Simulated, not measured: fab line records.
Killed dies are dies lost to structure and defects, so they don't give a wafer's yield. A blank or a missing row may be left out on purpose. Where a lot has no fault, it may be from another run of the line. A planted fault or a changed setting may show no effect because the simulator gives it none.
Matching of chambers | flow nand-harc | NHARC_A_CONTACT_ETCH_91 on rie-diel-02: 4 sister chambers
The step etches the open film in CH3F/O2, target depth 40 nm, time 85.7 s. 8 wafers are shown with their chamber, then 12 later ones without.

== WAFERS PAIRED WITH THEIR CHAMBERS ==
wafer  | chamber | showerhead-plenum-p-Torr (Torr) | drypump-motor-current-A (A)
L086.2 | 0       | 2.53                            | 5.5
L086.5 | 2       | 2.35                            | 5.9
L085.2 | 2       | 2.35                            | 5.9
L085.3 | 1       | 2.44                            | 5.2
L085.5 | 3       | 2.57                            | 5.5
L088.1 | 1       | 2.44                            | 5.2
L088.3 | 0       | 2.52                            | 5.5
L088.4 | 3       | 2.57                            | 5.6

== WAFERS WHOSE CHAMBER IS MISSING ==
wafer  | showerhead-plenum-p-Torr (Torr) | drypump-motor-current-A (A)
L090.1 | 2.44                            | 5.2
L090.3 | 2.34                            | 5.9
L090.5 | 2.56                            | 5.5
L092.1 | 2.56                            | 5.5
L092.3 | 2.52                            | 5.5
L092.5 | 2.56                            | 5.5
L093.2 | 2.44                            | 5.2
L093.5 | 2.56                            | 5.5
L093.6 | 2.52                            | 5.5
L096.1 | 2.52                            | 5.5
L096.4 | 2.56                            | 5.6
L096.6 | 2.34                            | 5.9

== EACH ONE'S CHAMBER ==
wafer  | from the rows above | in truth
L090.1 | 1                   | 1
L090.3 | 2                   | 2
L090.5 | 3                   | 3
L092.1 | 3                   | 3
L092.3 | 0                   | 0
L092.5 | 3                   | 3
L093.2 | 1                   | 1
L093.5 | 3                   | 3
L093.6 | 0                   | 0
L096.1 | 0                   | 0
L096.4 | 3                   | 3
L096.6 | 2                   | 2
12 of 12 placed correctly. Not placeable from these rows: 0. Wrongly placed: 0.
How it was worked out, from the rows above alone: a wafer's distance from a chamber is the root of the sum, over the readings, of the square of ((its reading less the chamber's mean) divided by the reading's scatter). If the next closest chamber is less than 2 further off than the closest, the wafer can't be placed; otherwise it belongs to the closest. The mean given for a chamber averages the wafers shown for that chamber. The scatter: take each reading less its chamber's mean, square it, sum over the shown wafers, divide by the number of wafers less the number of chambers, and take the root.
